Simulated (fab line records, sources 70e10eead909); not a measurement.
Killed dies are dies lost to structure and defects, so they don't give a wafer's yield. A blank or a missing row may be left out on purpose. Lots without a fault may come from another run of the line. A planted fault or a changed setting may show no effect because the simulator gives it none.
Which tool did it? | flow nand_harc | 24 lots, 72 wafers sampled, at 5 steps of a route of 1159

WHAT THE GAUGES READ, wafer by wafer
NHARC_P_M2_CD_MEAS_09: target cd 170 nm.
lot  | measured     | on        | cd_nm (nm)
L074 | day 6 11:14  | cd_sem-02 | 168.8 170.1 168.7
L075 | day 6 12:38  | cd_sem-01 | 169.5 169.7 169.4
L076 | day 6 13:55  | cd_sem-03 | 169.8 169.2 168.9
L077 | day 7 02:50  | cd_sem-02 | 167.9 169.1 169.9
L078 | day 7 02:58  | cd_sem-02 | 169.4 169.7 169.5
L079 | day 7 04:08  | cd_sem-02 | 170.6 169.4 169.3
L080 | day 7 17:57  | cd_sem-03 | 171.3 169.5 170.1
L081 | day 7 22:16  | cd_sem-02 | 170.7 170.9 171.7
L082 | day 8 00:23  | cd_sem-02 | 169.6 169.7 170.4
L083 | day 8 13:14  | cd_sem-02 | 170.9 169.8 168.4
L084 | day 8 14:40  | cd_sem-01 | 168.7 169.8 169.2
L087 | day 9 07:29  | cd_sem-01 | 169.8 170.6 169.2
L085 | day 9 08:13  | cd_sem-03 | 170.1 168.8 170.0
L086 | day 9 08:25  | cd_sem-02 | 170.3 170.5 168.6
L088 | day 9 11:17  | cd_sem-01 | 168.7 169.6 168.6
L089 | day 10 05:13 | cd_sem-03 | 170.2 169.1 170.1
L090 | day 10 10:04 | cd_sem-01 | 169.2 168.3 169.4
L091 | day 10 12:29 | cd_sem-03 | 169.6 168.7 170.6
L092 | day 10 19:04 | cd_sem-01 | 168.2 167.8 168.1
L093 | day 10 19:42 | cd_sem-01 | 168.9 168.4 169.1
L094 | day 10 20:02 | cd_sem-03 | 171.2 170.8 169.0
L095 | day 11 12:08 | cd_sem-03 | 169.0 168.5 169.2
L097 | day 11 21:45 | cd_sem-02 | 170.7 169.5 169.3
L096 | day 11 23:50 | cd_sem-02 | 170.4 169.5 169.9

NHARC_P_M2_OVL_MEAS_10: pitch 340 nm.
lot  | measured     | on         | overlay_x_nm (nm) | overlay_y_nm (nm)
L074 | day 6 11:19  | overlay-01 | -0.3 -0.2 -0.3    | 0.0 0.1 0.2
L075 | day 6 12:43  | overlay-01 | -0.9 0.2 0.3      | -0.2 0.1 -0.3
L076 | day 6 14:00  | overlay-01 | -0.4 -0.8 -0.4    | -0.2 0.3 -0.1
L077 | day 7 02:55  | overlay-02 | -0.4 -0.1 0.4     | -1.1 -0.9 -1.2
L078 | day 7 03:04  | overlay-02 | 0.0 0.4 -0.1      | -0.2 -0.4 -0.5
L079 | day 7 04:13  | overlay-01 | 1.2 0.8 1.0       | -0.4 -0.5 -0.3
L080 | day 7 18:02  | overlay-02 | 0.1 -0.2 -0.4     | 0.0 -0.5 0.0
L081 | day 7 22:22  | overlay-02 | -0.6 -0.6 -0.8    | 0.4 0.3 0.4
L082 | day 8 00:28  | overlay-02 | 0.6 1.1 0.6       | 1.4 0.1 0.5
L083 | day 8 13:19  | overlay-01 | -1.4 -1.1 -0.8    | 0.4 0.3 0.7
L084 | day 8 14:46  | overlay-02 | 0.9 1.1 0.7       | -0.8 -0.8 -0.6
L087 | day 9 07:34  | overlay-02 | -0.6 -0.4 -0.3    | 0.4 0.9 0.3
L085 | day 9 08:18  | overlay-02 | -0.2 -0.1 -0.2    | -0.2 -0.2 -0.1
L086 | day 9 08:30  | overlay-01 | -0.4 -0.9 -0.1    | 1.0 0.9 1.4
L088 | day 9 11:23  | overlay-01 | -0.8 -0.5 -1.5    | 0.5 1.4 0.4
L089 | day 10 05:18 | overlay-02 | 0.1 0.0 -0.3      | -0.7 -0.6 -0.5
L090 | day 10 10:09 | overlay-02 | -0.3 -0.3 -0.2    | 0.5 0.4 1.1
L091 | day 10 12:34 | overlay-01 | -0.6 -1.1 -0.6    | -0.9 0.0 -0.9
L092 | day 10 19:10 | overlay-02 | -0.6 -1.1 -0.8    | 0.2 0.4 0.3
L093 | day 10 19:47 | overlay-02 | -1.4 -1.3 -1.2    | 0.8 0.6 0.5
L094 | day 10 20:07 | overlay-01 | 0.1 -0.2 -0.1     | 0.0 -0.1 -0.1
L095 | day 11 12:13 | overlay-01 | 1.3 0.5 1.2       | 0.7 1.1 1.1
L097 | day 11 21:50 | overlay-01 | -0.2 -0.5 -0.6    | -0.3 -0.1 -0.1
L096 | day 11 23:55 | overlay-02 | 0.3 0.1 -0.6      | -1.1 -0.7 -0.5

WHICH TOOL RAN EACH LOT (tool, then ch and the chambers of the sampled wafers, then the start)
lot  | NHARC_P_CONTACT_ETCH_35            | NHARC_P_M1_PRE_CLEAN_32         | NHARC_P_M1_DEP_33
L074 | rie_diel-07 ch 0,2,3, day 5 18:29  | pecvd-01 ch 0,1,2, day 6 09:54  | pecvd-01 ch 0,1,2, day 6 09:59
L075 | rie_diel-07 ch 0,2,3, day 5 19:55  | pecvd-04 ch 0,1, day 6 11:18    | pecvd-04 ch 0,1, day 6 11:23
L076 | rie_diel-07 ch 0,1,3, day 5 22:56  | pecvd-01 ch 0,2, day 6 12:34    | pecvd-01 ch 0,2, day 6 12:39
L077 | rie_diel-04 ch 0,3, day 6 12:24    | pecvd-04 ch 0,2, day 7 01:10    | pecvd-04 ch 0,2, day 7 01:17
L078 | rie_diel-13 ch 1,2, day 6 12:40    | pecvd-01 ch 0,2, day 7 01:31    | pecvd-01 ch 0,2, day 7 01:40
L079 | rie_diel-07 ch 0,1,2, day 6 15:50  | pecvd-04 ch 0,1, day 7 02:56    | pecvd-04 ch 0,1, day 7 03:01
L080 | rie_diel-07 ch 0,1,2, day 7 05:04  | pecvd-03 ch 0,2, day 7 16:38    | pecvd-03 ch 0,2, day 7 16:43
L081 | rie_diel-13 ch 0,2,3, day 7 07:25  | pecvd-04 ch 0,1, day 7 20:59    | pecvd-04 ch 0,1, day 7 21:05
L082 | rie_diel-07 ch 0,2,3, day 7 11:40  | pecvd-04 ch 0,2, day 7 23:04    | pecvd-04 ch 0,2, day 7 23:13
L083 | rie_diel-13 ch 0,3, day 7 22:37    | pecvd-01 ch 0,1,2, day 8 11:57  | pecvd-01 ch 0,1,2, day 8 12:05
L084 | rie_diel-07 ch 0,1, day 8 02:37    | pecvd-04 ch 0,1, day 8 13:19    | pecvd-04 ch 0,1, day 8 13:26
L087 | rie_diel-07 ch 0,1,3, day 8 16:30  | pecvd-01 ch 0,1, day 9 06:18    | pecvd-01 ch 0,1, day 9 06:23
L085 | rie_diel-13 ch 2,3, day 8 17:06    | pecvd-03 ch 0,2, day 9 07:02    | pecvd-03 ch 0,2, day 9 07:07
L086 | rie_diel-07 ch 0,2, day 8 18:39    | pecvd-01 ch 1,2, day 9 07:05    | pecvd-01 ch 1,2, day 9 07:12
L088 | rie_diel-07 ch 0,1,2, day 8 23:18  | pecvd-01 ch 1,2, day 9 10:08    | pecvd-01 ch 1,2, day 9 10:14
L089 | rie_diel-13 ch 1,2, day 9 10:35    | pecvd-04 ch 0,1,2, day 10 03:53 | pecvd-04 ch 0,1,2, day 10 03:58
L090 | rie_diel-13 ch 1,2,3, day 9 11:41  | pecvd-03 ch 0,1,2, day 10 08:44 | pecvd-03 ch 0,1,2, day 10 08:49
L091 | rie_diel-13 ch 0,1,2, day 9 20:17  | pecvd-04 ch 1,2, day 10 11:10   | pecvd-04 ch 1,2, day 10 11:14
L092 | rie_diel-13 ch 0,1,2, day 10 03:08 | pecvd-03 ch 0,1,2, day 10 17:45 | pecvd-03 ch 0,1,2, day 10 17:50
L093 | rie_diel-07 ch 0,1,2, day 10 05:38 | pecvd-01 ch 0,1,2, day 10 18:23 | pecvd-01 ch 0,1,2, day 10 18:29
L094 | rie_diel-13 ch 0,1, day 10 06:10   | pecvd-04 ch 0,1, day 10 18:43   | pecvd-04 ch 0,1, day 10 18:49
L095 | rie_diel-13 ch 0,1,3, day 10 23:58 | pecvd-04 ch 1,2, day 11 10:47   | pecvd-04 ch 1,2, day 11 10:53
L097 | rie_diel-13 ch 2,3, day 11 09:47   | pecvd-04 ch 0,1, day 11 20:25   | pecvd-04 ch 0,1, day 11 20:30
L096 | rie_diel-13 ch 0,2,3, day 11 11:07 | pecvd-03 ch 0,1, day 11 22:31   | pecvd-03 ch 0,1, day 11 22:40
- NHARC_P_CONTACT_ETCH_35: etches the open film in CF4, target depth 39 nm, time 65 s.
- NHARC_P_M1_PRE_CLEAN_32: time 12 s.
- NHARC_P_M1_DEP_33: deposits SiCN, target thk 30 nm.

WHAT THE TOOLS THEMSELVES READ (means of the sampled wafers that have a number; where no wafer has one, the mark that the record gives instead)
NHARC_P_CONTACT_ETCH_35.
lot  | tool        | drypump_motor_current_A (A) | oes_product_au (a.u.) | rf_fwd_power_W (W) | rf_vpp_V (V) | showerhead_plenum_p_Torr (Torr) | throttle_valve_pct (%)
L074 | rie_diel-07 | 5.4                         | 1.000                 | 297.0              | 151.6        | 1.79                            | 13.291
L075 | rie_diel-07 | 5.4                         | 1.011                 | 296.4              | 152.1        | 1.79                            | 13.287
L076 | rie_diel-07 | 5.4                         | 0.997                 | 296.1              | 151.3        | 1.76                            | 13.292
L077 | rie_diel-04 | 5.5                         | 0.998                 | 296.0              | 150.7        | 1.72                            | 13.282
L078 | rie_diel-13 | 5.6                         | 1.017                 | 296.8              | 153.5        | 1.85                            | 13.291
L079 | rie_diel-07 | 5.4                         | 1.004                 | 295.8              | 151.9        | 1.77                            | 13.288
L080 | rie_diel-07 | 5.4                         | 1.001                 | 295.8              | 151.7        | 1.77                            | 13.277
L081 | rie_diel-13 | 6.0                         | 0.988                 | 297.5              | 152.7        | 1.87                            | 13.286
L082 | rie_diel-07 | 5.4                         | 1.001                 | 297.3              | 151.1        | 1.79                            | 13.287
L083 | rie_diel-13 | 6.3                         | 0.991                 | 297.0              | 152.5        | 1.87                            | 13.280
L084 | rie_diel-07 | 5.5                         | 0.996                 | 296.1              | 150.8        | 1.76                            | 13.294
L087 | rie_diel-07 | 5.4                         | 1.001                 | 296.9              | 150.9        | 1.76                            | 13.280
L085 | rie_diel-13 | 5.9                         | 0.972                 | 297.2              | 153.0        | 1.87                            | 13.289
L086 | rie_diel-07 | 5.4                         | 1.008                 | 295.5              | 150.9        | 1.79                            | 13.288
L088 | rie_diel-07 | 5.4                         | 1.010                 | 296.3              | 151.7        | 1.77                            | 13.285
L089 | rie_diel-13 | 5.6                         | 0.998                 | 298.4              | 152.8        | 1.86                            | 13.280
L090 | rie_diel-13 | 5.8                         | 1.004                 | 297.6              | 152.0        | 1.86                            | 13.287
L091 | rie_diel-13 | 5.8                         | 0.997                 | 297.8              | 151.9        | 1.85                            | 13.282
L092 | rie_diel-13 | 5.8                         | 0.999                 | 297.0              | 152.6        | 1.85                            | 13.277
L093 | rie_diel-07 | 5.4                         | 1.014                 | 296.4              | 151.0        | 1.77                            | 13.283
L094 | rie_diel-13 | 5.9                         | 1.006                 | 299.5              | 152.2        | 1.85                            | 13.274
L095 | rie_diel-13 | 6.1                         | 1.003                 | 298.6              | 151.9        | 1.86                            | 13.283
L097 | rie_diel-13 | 5.8                         | 0.971                 | 297.4              | 151.3        | 1.87                            | 13.285
L096 | rie_diel-13 | 6.0                         | 0.985                 | 297.7              | 152.0        | 1.86                            | 13.283

NHARC_P_M1_PRE_CLEAN_32.
lot  | tool     | heater_power_w (W) | rf_fwd_power_W (W)
L074 | pecvd-01 | 629                | 292.3
L075 | pecvd-04 | 695                | 293.0
L076 | pecvd-01 | 634                | 292.5
L077 | pecvd-04 | 668                | 292.3
L078 | pecvd-01 | 647                | 292.9
L079 | pecvd-04 | 660                | 292.0
L080 | pecvd-03 | 643                | 292.6
L081 | pecvd-04 | 676                | 291.6
L082 | pecvd-04 | 678                | 292.3
L083 | pecvd-01 | 638                | 292.2
L084 | pecvd-04 | 712                | 292.9
L087 | pecvd-01 | 582                | 292.7
L085 | pecvd-03 | 640                | 292.1
L086 | pecvd-01 | 688                | 292.5
L088 | pecvd-01 | 699                | 292.1
L089 | pecvd-04 | 690                | 292.1
L090 | pecvd-03 | 618                | 292.3
L091 | pecvd-04 | 655                | 293.5
L092 | pecvd-03 | 598                | 292.8
L093 | pecvd-01 | 618                | 292.3
L094 | pecvd-04 | 640                | 292.4
L095 | pecvd-04 | 729                | 291.5
L097 | pecvd-04 | 671                | 291.9
L096 | pecvd-03 | 613                | 292.3

NHARC_P_M1_DEP_33.
lot  | tool     | heater_power_w (W) | rf_fwd_power_W (W)
L074 | pecvd-01 | 565                | 448.1
L075 | pecvd-04 | 596                | 448.7
L076 | pecvd-01 | 586                | 449.7
L077 | pecvd-04 | 608                | 450.1
L078 | pecvd-01 | 571                | 449.8
L079 | pecvd-04 | 571                | 449.5
L080 | pecvd-03 | 559                | 450.1
L081 | pecvd-04 | 621                | 449.3
L082 | pecvd-04 | 552                | 447.4
L083 | pecvd-01 | 592                | 448.2
L084 | pecvd-04 | 664                | 449.7
L087 | pecvd-01 | 570                | 448.6
L085 | pecvd-03 | 596                | 447.5
L086 | pecvd-01 | 583                | 448.0
L088 | pecvd-01 | 615                | 449.0
L089 | pecvd-04 | 598                | 449.4
L090 | pecvd-03 | 553                | 450.2
L091 | pecvd-04 | 653                | 448.0
L092 | pecvd-03 | 559                | 449.5
L093 | pecvd-01 | 594                | 449.2
L094 | pecvd-04 | 536                | 450.5
L095 | pecvd-04 | 638                | 450.0
L097 | pecvd-04 | 629                | 448.9
L096 | pecvd-03 | 589                | 448.4

THE ANSWER, worked out from the rows above alone
Rule: what is usual is taken from the lots themselves. Put in order of their means at a reading, lots are off if they are a third of the lots or fewer, leave a main group of 4 or more, and stand apart from it by a gap of 3 or more times the standard deviation of the main group's means; of several such gaps the widest counts. A main group whose means are all the same, to the digits that the tables above print for the reading, isn't used. A lot without any number at a reading at which 4 lots or more have one is off too. The other lots that the step has rows for count as sound. The gauges are gone through in route order, then the tools' own readings, and for those a lot's mean is taken as printed above. The first step at which some lot is off is used, and at that step the reading that is off furthest; a lot without a number counts as furthest.
No lot is off at any reading shown: from this, nothing can be told.

WHAT THE SIMULATOR HAD PUT IN
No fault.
